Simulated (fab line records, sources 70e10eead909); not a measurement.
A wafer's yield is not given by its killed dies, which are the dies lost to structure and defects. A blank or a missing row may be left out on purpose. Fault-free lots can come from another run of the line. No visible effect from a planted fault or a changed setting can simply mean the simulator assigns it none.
Code-filled problem report in 8D (eight disciplines) form	flow nandHarc	the parts of the form that need people (team, actions taken, sign-off) are left out

1. THE ISSUE
At NHARC_P_GATE_EXPOSE_23, exposureDoseMJCm2 averages 95.56 over 6 wafers from 2 lots, while fault-free wafers read 93.92, standard deviation 0.089. That puts it +18 standard deviations away from the usual mean.
The step: exposes mask P GATE, target cd 120 nm.
Seen first at day 7 12:18 on arfiScanner-01, wafer L546.3. The record holds 36 wafers of 12 lots with a number at this step. Rule for "out", or "out of limits": more than 4 standard deviations from the usual mean. The other wafers with a number count as sound.

2. WHAT THIS IS AND IS NOT
question	is	is not
which readings at this step	exposureDoseMJCm2	-
which lots	L546, L550	L540, L541, L543, L553, L554, L555, L556, L557, L558, L560
which wafers of those lots	all that have a number	-
read on which tools	arfiScanner-01	arfiScanner-02, arfiScanner-03
when	from day 7 12:18	up to then (9 sound wafers); but 21 sound wafers of L553, L554, L555, L556, L557, L558, L560 came after

3. WHAT RULES OUT EACH SUSPECT
Counting: a tool stays on the suspect list if, at a process step up to the reading, it processed all lots that are out and no sound lot following the first of them.
- arfiScanner-01 at NHARC_P_GATE_EXPOSE_23 (exposes mask P GATE, target cd 120 nm): kept. Every lot that is out went through it, starting with L546 (day 7 12:18), and after that it ran no sound lot; the last sound lot it ran before then is L541 (day 5 06:55). Its own readings are out on those wafers: exposureDoseMJCm2.
After counting, what remains is arfiScanner-01 at NHARC_P_GATE_EXPOSE_23.

4. THE CAUSE (what the simulator had put in)
Process parameters drifting: arfiScanner-01 at NHARC_P_GATE_EXPOSE_23, beginning at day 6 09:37. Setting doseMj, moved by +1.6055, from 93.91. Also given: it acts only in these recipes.
The count eliminated every tool but this one.

5. THE CHAIN OF EFFECTS, in route order
Rows list readings where the struck wafers' mean (over those with a number) sits beyond 3 standard deviations from the usual. Only readings whose record carries a usual standard deviation are examined. hours: median over the lots of the time between each lot's start at the first step of this table that gives one and its start at this step. sigmas: the change, counted in usual standard deviations.
hours	step	reading	usual	on struck wafers	change	sigmas
0	NHARC_P_GATE_EXPOSE_23	exposureDoseMJCm2	93.92	95.56	+1.64	+18
Its process steps:
- NHARC_P_GATE_EXPOSE_23: exposes mask P GATE, target cd 120 nm.
Later steps that measure or inspect, where all struck wafers having a row at the step show a number for every such reading and not one has moved that far: NHARC_END_SORT_01.

6. HOW IT WOULD HAVE BEEN CAUGHT EARLIER
27 hours passed between the start of the fault at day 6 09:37 and the first reading out of limits in this record, taken at day 7 12:18.
